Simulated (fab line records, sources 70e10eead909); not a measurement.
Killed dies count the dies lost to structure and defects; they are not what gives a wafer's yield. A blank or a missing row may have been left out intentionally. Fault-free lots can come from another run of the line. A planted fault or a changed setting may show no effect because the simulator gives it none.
Which of the tools did it? | flow nandHarc | 72 wafers from 24 lots sampled at 5 of the route's 1302 steps

== WHAT THE GAUGES SHOWED, per wafer ==
NHARC_A_CONTACT_CD_MEAS_53.
lot  | measured     | on       | cdNm (nm)
L074 | day 20 18:22 | cdSem-03 | 290.5 290.5 291.0
L076 | day 22 02:13 | cdSem-01 | 290.2 289.2 289.2
L075 | day 22 03:43 | cdSem-01 | 290.6 289.4 289.0
L077 | day 22 06:38 | cdSem-01 | 289.0 289.7 289.9
L079 | day 23 04:34 | cdSem-03 | 289.4 288.2 288.4
L078 | day 23 05:03 | cdSem-03 | 290.9 290.0 291.1
L080 | day 23 23:46 | cdSem-01 | 291.1 291.1 290.6
L081 | day 24 15:53 | cdSem-02 | 289.3 289.6 289.8
L082 | day 24 17:52 | cdSem-03 | 289.5 288.9 289.8
L083 | day 25 01:46 | cdSem-01 | 290.9 291.4 291.7
L086 | day 25 22:44 | cdSem-03 | 287.8 288.4 288.4
L084 | day 25 23:03 | cdSem-02 | 289.7 289.3 289.1
L085 | day 25 23:38 | cdSem-01 | 289.0 288.9 288.5
L089 | day 27 05:32 | cdSem-03 | 288.7 289.0 289.3
L088 | day 27 06:31 | cdSem-03 | 290.7 291.1 290.3
L087 | day 27 11:37 | cdSem-01 | 289.5 289.6 289.5
L091 | day 27 20:34 | cdSem-01 | 290.3 289.8 290.1
L090 | day 27 20:50 | cdSem-03 | 289.4 289.9 289.6
L093 | day 29 04:49 | cdSem-03 | 289.5 290.0 290.1
L092 | day 29 06:28 | cdSem-03 | 290.0 291.0 290.2
L095 | day 29 21:02 | cdSem-03 | 290.5 290.4 291.0
L094 | day 30 04:40 | cdSem-01 | 289.8 290.3 290.7
L096 | day 30 16:22 | cdSem-03 | 289.3 289.4 289.3
L097 | day 31 02:37 | cdSem-01 | 288.8 289.7 289.2

NHARC_A_CONTACT_OVL_MEAS_70.
lot  | measured     | on         | overlayXNm (nm) | overlayYNm (nm)
L074 | day 20 23:20 | overlay-02 | 0.1 0.5 0.6     | 1.1 1.1 1.0
L076 | day 22 07:05 | overlay-01 | 0.0 0.4 -0.1    | -0.2 -0.4 0.0
L075 | day 22 08:41 | overlay-01 | -1.2 -1.7 -1.9  | -1.9 -2.0 -1.3
L077 | day 22 11:39 | overlay-01 | 0.2 0.5 0.6     | 0.2 -0.2 0.0
L079 | day 23 09:56 | overlay-02 | -1.0 -0.8 -1.9  | -0.2 -0.4 0.0
L078 | day 23 10:36 | overlay-02 | -0.8 -0.9 -0.9  | 2.0 2.4 2.1
L080 | day 24 05:44 | overlay-01 | 0.4 0.1 1.0     | 0.6 1.5 1.1
L081 | day 24 23:42 | overlay-01 | 0.7 1.1 1.0     | -0.6 -0.3 -0.9
L082 | day 24 23:01 | overlay-02 | 0.4 0.1 0.7     | 0.1 -0.5 -0.3
L083 | day 25 06:46 | overlay-01 | 0.1 -0.6 0.1    | 0.7 0.9 0.9
L086 | day 26 03:59 | overlay-01 | -1.3 -1.4 -1.3  | 0.6 0.8 0.9
L084 | day 26 04:54 | overlay-01 | -0.1 0.2 -0.7   | -0.4 -0.4 -0.8
L085 | day 26 07:37 | overlay-02 | 1.0 0.6 0.5     | 0.4 0.6 -0.5
L089 | day 27 10:38 | overlay-02 | 0.1 0.5 0.5     | -0.5 -0.3 -0.3
L088 | day 27 11:32 | overlay-02 | 0.0 0.0 0.3     | 0.2 0.0 0.0
L087 | day 27 16:38 | overlay-02 | -0.8 -1.6 -1.3  | -0.2 0.2 -0.1
L091 | day 28 02:00 | overlay-02 | 0.0 -0.1 0.0    | 0.0 -0.2 0.3
L090 | day 28 02:10 | overlay-01 | -0.7 -0.5 -0.6  | -0.9 0.0 -0.4
L093 | day 29 10:34 | overlay-01 | 0.7 1.0 1.5     | 0.9 0.4 0.6
L092 | day 29 11:41 | overlay-02 | 0.5 0.5 0.8     | 0.5 0.0 0.3
L095 | day 30 02:44 | overlay-02 | -0.3 0.4 0.8    | -1.8 -1.5 -2.1
L094 | day 30 10:48 | overlay-02 | -0.5 -0.5 -0.2  | -1.7 -1.9 -2.5
L096 | day 30 21:23 | overlay-02 | 0.8 0.8 -0.3    | 0.9 1.2 1.1
L097 | day 31 11:13 | overlay-01 | -0.3 -0.1 0.3   | -0.9 -0.8 -1.0

== TOOL THAT RAN EACH LOT (tool first, then ch and the chambers of the sampled wafers, then the start) ==
lot  | NHARC_A_CONTACT_ETCH_49                      | NHARC_A_CONTACT_ETCH_111           | NHARC_A_CONTACT_ETCH_119
L074 | rieDiel-01 ch 0,2,3, day 20 15:03 or earlier | harCapEtch-03 ch 0,1, day 20 15:03 | harCapEtch-03 ch 0,1, day 20 16:27
L076 | rieDiel-06 ch 0,2,3, day 21 22:56 or earlier | harCapEtch-02 ch 0,1, day 21 22:56 | harCapEtch-02 ch 0,1, day 22 00:20
L075 | rieDiel-01 ch 1,3, day 21 23:58 or earlier   | harCapEtch-03 ch 0,1, day 21 23:58 | harCapEtch-03 ch 0,1, day 22 01:49
L077 | rieDiel-04 ch 1,2, day 22 03:22 or earlier   | harCapEtch-02 ch 0,1, day 22 03:22 | harCapEtch-02 ch 0,1, day 22 04:46
L079 | rieDiel-04 ch 0,1, day 23 01:16 or earlier   | harCapEtch-03 ch 0, day 23 01:16   | harCapEtch-03 ch 0, day 23 02:40
L078 | rieDiel-06 ch 0,1,2, day 23 01:25 or earlier | harCapEtch-02 ch 0,1, day 23 01:25 | harCapEtch-02 ch 0,1, day 23 02:49
L080 | rieDiel-06 ch 0,3, day 23 20:29 or earlier   | harCapEtch-03 ch 0,1, day 23 20:29 | harCapEtch-03 ch 0,1, day 23 21:53
L081 | rieDiel-06 ch 0,1,2, day 24 12:19 or earlier | harCapEtch-01 ch 0,1, day 24 12:19 | harCapEtch-01 ch 0,1, day 24 14:00
L082 | rieDiel-04 ch 0,1,2, day 24 14:34 or earlier | harCapEtch-03 ch 0,1, day 24 14:34 | harCapEtch-03 ch 0,1, day 24 15:58
L083 | rieDiel-04 ch 0,2,3, day 24 22:31 or earlier | harCapEtch-01 ch 0,1, day 24 22:31 | harCapEtch-01 ch 0,1, day 24 23:54
L086 | rieDiel-06 ch 0,3, day 25 19:27 or earlier   | harCapEtch-01 ch 1, day 25 19:27   | harCapEtch-01 ch 1, day 25 20:51
L084 | rieDiel-04 ch 0,1,3, day 25 19:41 or earlier | harCapEtch-02 ch 0,1, day 25 19:41 | harCapEtch-02 ch 0,1, day 25 21:14
L085 | rieDiel-01 ch 0,2,3, day 25 20:22 or earlier | harCapEtch-03 ch 0,1, day 25 20:22 | harCapEtch-03 ch 0,1, day 25 21:46
L089 | rieDiel-04 ch 0,1,2, day 27 02:18 or earlier | harCapEtch-02 ch 0,1, day 27 02:18 | harCapEtch-02 ch 0,1, day 27 03:41
L088 | rieDiel-01 ch 0,1,3, day 27 03:14 or earlier | harCapEtch-03 ch 0,1, day 27 03:14 | harCapEtch-03 ch 0,1, day 27 04:37
L087 | rieDiel-06 ch 0,1,3, day 27 08:26 or earlier | harCapEtch-01 ch 0,1, day 27 08:26 | harCapEtch-01 ch 0,1, day 27 09:50
L091 | rieDiel-04 ch 0,3, day 27 17:20 or earlier   | harCapEtch-01 ch 0, day 27 17:20   | harCapEtch-01 ch 0, day 27 18:43
L090 | rieDiel-01 ch 0,1,3, day 27 17:35 or earlier | harCapEtch-02 ch 0,1, day 27 17:35 | harCapEtch-02 ch 0,1, day 27 18:59
L093 | rieDiel-06 ch 0,2,3, day 29 00:14 or earlier | harCapEtch-02 ch 0,1, day 29 00:14 | harCapEtch-02 ch 0,1, day 29 01:37
L092 | rieDiel-04 ch 0,1, day 29 03:11 or earlier   | harCapEtch-03 ch 0,1, day 29 03:11 | harCapEtch-03 ch 0,1, day 29 04:35
L095 | rieDiel-01 ch 0,1, day 29 17:47 or earlier   | harCapEtch-03 ch 0, day 29 17:47   | harCapEtch-03 ch 0, day 29 19:11
L094 | rieDiel-06 ch 0,2, day 30 00:34 or earlier   | harCapEtch-03 ch 0, day 30 00:34   | harCapEtch-03 ch 0, day 30 02:25
L096 | rieDiel-04 ch 0,2,3, day 30 12:33 or earlier | harCapEtch-03 ch 0,1, day 30 12:33 | harCapEtch-03 ch 0,1, day 30 14:22
L097 | rieDiel-06 ch 0,2,3, day 30 23:27 or earlier | harCapEtch-02 ch 0,1, day 30 23:27 | harCapEtch-02 ch 0,1, day 31 00:49
- NHARC_A_CONTACT_ETCH_49: etches the open film in N2/H2, target depth 260 nm, time 475.3 s.
- NHARC_A_CONTACT_ETCH_111: etches the open film in C4F8/O2/Ar, time 140 s, target depth 700 nm.
- NHARC_A_CONTACT_ETCH_119: etches the open film in C4F8/O2/Ar, time 190 s, target depth 1850 nm.

== AS READ BY THE TOOLS THEMSELVES (means over the sampled wafers that have a number; for cases with no such wafer, the mark the record gives instead) ==
NHARC_A_CONTACT_ETCH_49.
lot  | tool       | drypumpMotorCurrentA (A) | oesProductAu (a.u.) | rfVppV (V) | showerheadPlenumPTorr (Torr) | throttleValvePct (%)
L074 | rieDiel-01 | 5.4                      | 0.994               | 429.3      | 1.99                         | 14.179
L076 | rieDiel-06 | 5.7                      | 0.988               | 432.5      | 2.11                         | 14.167
L075 | rieDiel-01 | 6.1                      | 1.011               | 429.4      | 2.01                         | 14.164
L077 | rieDiel-04 | 5.9                      | 0.997               | 427.0      | 1.92                         | 14.167
L079 | rieDiel-04 | 6.4                      | 0.991               | 432.0      | 2.08                         | 14.163
L078 | rieDiel-06 | 5.4                      | 0.999               | 430.8      | 2.07                         | 14.174
L080 | rieDiel-06 | 6.2                      | 1.011               | 434.9      | 2.18                         | 14.176
L081 | rieDiel-06 | 5.4                      | 1.001               | 431.1      | 2.06                         | 14.167
L082 | rieDiel-04 | 6.1                      | 1.004               | 429.0      | 2.00                         | 14.177
L083 | rieDiel-04 | 6.0                      | 1.003               | 428.6      | 1.99                         | 14.180
L086 | rieDiel-06 | 5.9                      | 1.001               | 433.3      | 2.14                         | 14.173
L084 | rieDiel-04 | 6.1                      | 0.998               | 429.4      | 2.01                         | 14.174
L085 | rieDiel-01 | 5.4                      | 0.995               | 429.2      | 1.98                         | 14.174
L089 | rieDiel-04 | 6.1                      | 1.006               | 429.1      | 1.99                         | 14.175
L088 | rieDiel-01 | 5.7                      | 1.002               | 429.2      | 1.99                         | 14.176
L087 | rieDiel-06 | 5.9                      | 1.001               | 433.0      | 2.12                         | 14.171
L091 | rieDiel-04 | 6.0                      | 0.993               | 429.7      | 2.00                         | 14.169
L090 | rieDiel-01 | 5.7                      | 1.007               | 429.3      | 1.98                         | 14.181
L093 | rieDiel-06 | 5.7                      | 1.002               | 431.8      | 2.09                         | 14.168
L092 | rieDiel-04 | 6.4                      | 1.020               | 430.3      | 2.07                         | 14.168
L095 | rieDiel-01 | 5.9                      | 1.000               | 430.1      | 2.01                         | 14.174
L094 | rieDiel-06 | 5.5                      | 1.002               | 432.0      | 2.06                         | 14.169
L096 | rieDiel-04 | 6.0                      | 1.000               | 428.7      | 1.98                         | 14.175
L097 | rieDiel-06 | 5.7                      | 1.005               | 431.6      | 2.09                         | 14.167

== THE ANSWER, worked out from the rows above alone ==
Rule: the usual values come from the lots themselves. The widest of any qualifying gaps counts: lots, ordered by their means at a reading, are off when they make up no more than a third of the lots, leave a main group of 4 or more, and stand apart from it by 3 or more times the standard deviation of that group's means. Not used: any main group whose means are identical at the precision the tables above print for the reading. A lot without any number at a reading at which 4 lots or more have one is off too. The other lots that the step has rows for count as sound. First the gauges in route order, then the tools' own readings, where a lot's mean is used as printed above. At the first step where some lot is off, the reading lying furthest off is the one used; lots without a number count as furthest.
No lot is off at any reading shown: from this, nothing can be told.

== WHAT THE SIMULATOR HAD PUT IN ==
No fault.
